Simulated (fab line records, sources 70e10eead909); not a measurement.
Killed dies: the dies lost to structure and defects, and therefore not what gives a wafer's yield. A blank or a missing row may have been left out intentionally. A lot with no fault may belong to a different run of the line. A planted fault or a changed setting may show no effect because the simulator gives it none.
What tool caused it? ; flow nand_harc ; 13 lots with 37 wafers sampled at 6 steps, on a route of 1159 steps

## WHAT THE GAUGES READ, wafer by wafer
NHARC_A_M0_INSPECT_27.
lot;measured;on;raw_defect_count
L178;day 17 17:40;defect_inspect-02;395 481 472
L177;day 17 20:52;defect_inspect-01;333 331 357
L179;day 18 06:26;defect_inspect-02;462 525 558
L180;day 18 07:43;defect_inspect-01;562 563
L181;day 18 11:01;defect_inspect-02;823 672 544
L182;day 20 07:29;defect_inspect-01;401 434
L190;day 20 14:36;defect_inspect-02;267 324 409
L192;day 21 07:43;defect_inspect-01;451 434 469
L194;day 21 20:59;defect_inspect-02;360 413 305
L197;day 22 18:01;defect_inspect-01;340 366 349
L196;day 22 19:29;defect_inspect-01;354 326 317
L198;day 23 06:13;defect_inspect-02;312 382 363
L199;day 23 12:17;defect_inspect-02;520 343 349

NHARC_END_SORT_01.
lot;measured;on;defect_limited_yield (%);killed_at_array;killed_at_other;killed_at_periphery;killed_dies;killed_open;killed_short;sort_bin_2_pct (%);sort_bin_3_pct (%);sort_bin_4_pct (%);sort_n_pass;sort_rim_yield_pct (%);sort_yield_pct (%)
L180;day 20 11:34;prober-02;94.2;24;3;12;39;3;2;1.8;0.30;3.7;638;96;94.2
L182;day 22 07:29;prober-02;93.4;38;0;7;45;5;1;3.1;0.15;3.4;632;93;93.4
L194;day 24 12:34;prober-02;94.2 94.2 94.1;35 35 36;0 1 0;4 3 4;39 39 40;7 3 6;1 3 0;2.1 2.4 1.9;0.15 0.30 0.44;3.5 3.1 3.5;638 638 637;93 89 87;94.2 94.2 94.1

## WHICH TOOL RAN EACH LOT (tool, then ch and the chambers of the sampled wafers, then the start)
lot;NHARC_A_M1_PVD_20;NHARC_A_M1_ECD_22;NHARC_A_M1_CMP_23;NHARC_A_M1_PRE_CLEAN_32
L178;pvd_sputter-02, day 17 20:39 or earlier;ecd_cu-01 ch 0,1, day 17 20:39;cmp-01 ch 0,2,3, day 17 21:26;pecvd-01 ch 0,1,2, day 17 21:56
L177;pvd_sputter-03, day 17 23:50 or earlier;ecd_cu-02 ch 0,1, day 17 23:50;cmp-03 ch 2,3, day 18 00:27;pecvd-02 ch 1,2, day 18 01:01
L179;pvd_sputter-02, day 18 09:29 or earlier;ecd_cu-02 ch 0,1, day 18 09:29;cmp-04 ch 1,2,3, day 18 10:12;pecvd-02 ch 0,1,2, day 18 10:54
L180;pvd_sputter-01, day 18 11:07 or earlier;ecd_cu-02 ch 0, day 18 11:07;cmp-01 ch 2, day 18 11:52;pecvd-04 ch 0,1, day 18 12:31
L181;pvd_sputter-02, day 18 14:04 or earlier;ecd_cu-01 ch 0,1, day 18 14:04;cmp-04 ch 0,2,3, day 18 14:47;pecvd-02 ch 0,2, day 18 15:25
L182;pvd_sputter-01, day 20 10:27 or earlier;ecd_cu-02 ch 0,1, day 20 10:27;cmp-01 ch 0,1, day 20 11:13;pecvd-04 ch 0,2, day 20 11:47
L190;pvd_sputter-02, day 20 17:37 or earlier;ecd_cu-01 ch 0,1, day 20 17:37;cmp-04 ch 0,1,2, day 20 18:21;pecvd-02 ch 0,1,2, day 20 18:52
L192;pvd_sputter-02, day 21 10:52 or earlier;ecd_cu-01 ch 0,1, day 21 10:52;cmp-04 ch 0,3, day 21 11:29;pecvd-04 ch 0,1, day 21 12:02
L194;pvd_sputter-02, day 21 23:56 or earlier;ecd_cu-01 ch 0,1, day 21 23:56;cmp-03 ch 1,2,3, day 22 00:43;pecvd-02 ch 1,2, day 22 01:14
L197;pvd_sputter-02, day 22 21:07 or earlier;ecd_cu-02 ch 0,1, day 22 21:07;cmp-04 ch 0,2,3, day 22 21:52;pecvd-01 ch 1,2, day 22 22:47
L196;pvd_sputter-03, day 22 23:15 or earlier;ecd_cu-01 ch 0,1, day 22 23:15;cmp-04 ch 1,3, day 22 23:56;pecvd-04 ch 0,2, day 23 00:28
L198;pvd_sputter-02, day 23 09:13 or earlier;ecd_cu-01 ch 0,1, day 23 09:13;cmp-04 ch 0,1,2, day 23 09:56;pecvd-04 ch 0,1,2, day 23 10:28
L199;pvd_sputter-03, day 23 15:20 or earlier;ecd_cu-02 ch 0,1, day 23 15:20;cmp-03 ch 1,3, day 23 16:01;pecvd-01 ch 1,2, day 23 16:33
- NHARC_A_M1_PVD_20: deposits TaN, target thk 5 nm, time 8.06 s.
- NHARC_A_M1_ECD_22: material Cu, target thk 400 nm.
- NHARC_A_M1_CMP_23: polishes, t overpolish 20 s, target thk 154.34 nm.
- NHARC_A_M1_PRE_CLEAN_32: time 12 s.

## AS READ BY THE TOOLS THEMSELVES (means over the sampled wafers that have a number; for cases with no such wafer, the mark the record gives instead)
NHARC_A_M1_PVD_20.
lot;tool;substrate_temp_c (C);throttle_valve_pct (%)
L178;pvd_sputter-02;49.97;30.0
L177;pvd_sputter-03;49.99;29.5
L179;pvd_sputter-02;50.05;29.8
L180;pvd_sputter-01;50.06;28.9
L181;pvd_sputter-02;49.88;30.7
L182;pvd_sputter-01;50.02;29.1
L190;pvd_sputter-02;50.00;30.5
L192;pvd_sputter-02;49.95;30.6
L194;pvd_sputter-02;50.01;30.8
L197;pvd_sputter-02;49.97;29.2
L196;pvd_sputter-03;49.96;29.5
L198;pvd_sputter-02;49.91;29.9
L199;pvd_sputter-03;50.00;29.6

NHARC_A_M1_CMP_23.
lot;tool;motor_current_A (A);time_to_endpoint_s (s)
L178;cmp-01;12.0;30.3
L177;cmp-03;12.6;28.3
L179;cmp-04;11.7;28.6
L180;cmp-01;13.1;19.1
L181;cmp-04;12.1;27.4
L182;cmp-01;12.2;23.4
L190;cmp-04;11.8;26.4
L192;cmp-04;12.2;26.1
L194;cmp-03;11.9;31.0
L197;cmp-04;11.8;26.1
L196;cmp-04;12.3;31.5
L198;cmp-04;12.1;26.8
L199;cmp-03;12.0;31.0

NHARC_A_M1_PRE_CLEAN_32.
lot;tool;heater_power_w (W)
L178;pecvd-01;576
L177;pecvd-02;577
L179;pecvd-02;520
L180;pecvd-04;631
L181;pecvd-02;606
L182;pecvd-04;530
L190;pecvd-02;526
L192;pecvd-04;579
L194;pecvd-02;541
L197;pecvd-01;570
L196;pecvd-04;528
L198;pecvd-04;615
L199;pecvd-01;602

## THE ANSWER, worked out from the rows above alone
Rule: the usual values come from the lots themselves. Put in order of their means at a reading, lots are off if they are a third of the lots or fewer, leave a main group of 4 or more, and stand apart from it by a gap of 3 or more times the standard deviation of the main group's means; of several such gaps the widest counts. The tables above print the reading to a certain number of digits; a main group whose means all agree to those digits is not used. Also off: a lot with no number at a reading for which 4 or more lots have one. All remaining lots with rows at the step are treated as sound. After the gauges, taken in route order, come the tools' own readings; for these a lot's mean is taken, as printed above. At the first step where some lot is off, the reading lying furthest off is the one used; lots without a number count as furthest.
No lot is off on any of the readings shown, so nothing can be concluded from this.

## WHAT THE SIMULATOR HAD PUT IN
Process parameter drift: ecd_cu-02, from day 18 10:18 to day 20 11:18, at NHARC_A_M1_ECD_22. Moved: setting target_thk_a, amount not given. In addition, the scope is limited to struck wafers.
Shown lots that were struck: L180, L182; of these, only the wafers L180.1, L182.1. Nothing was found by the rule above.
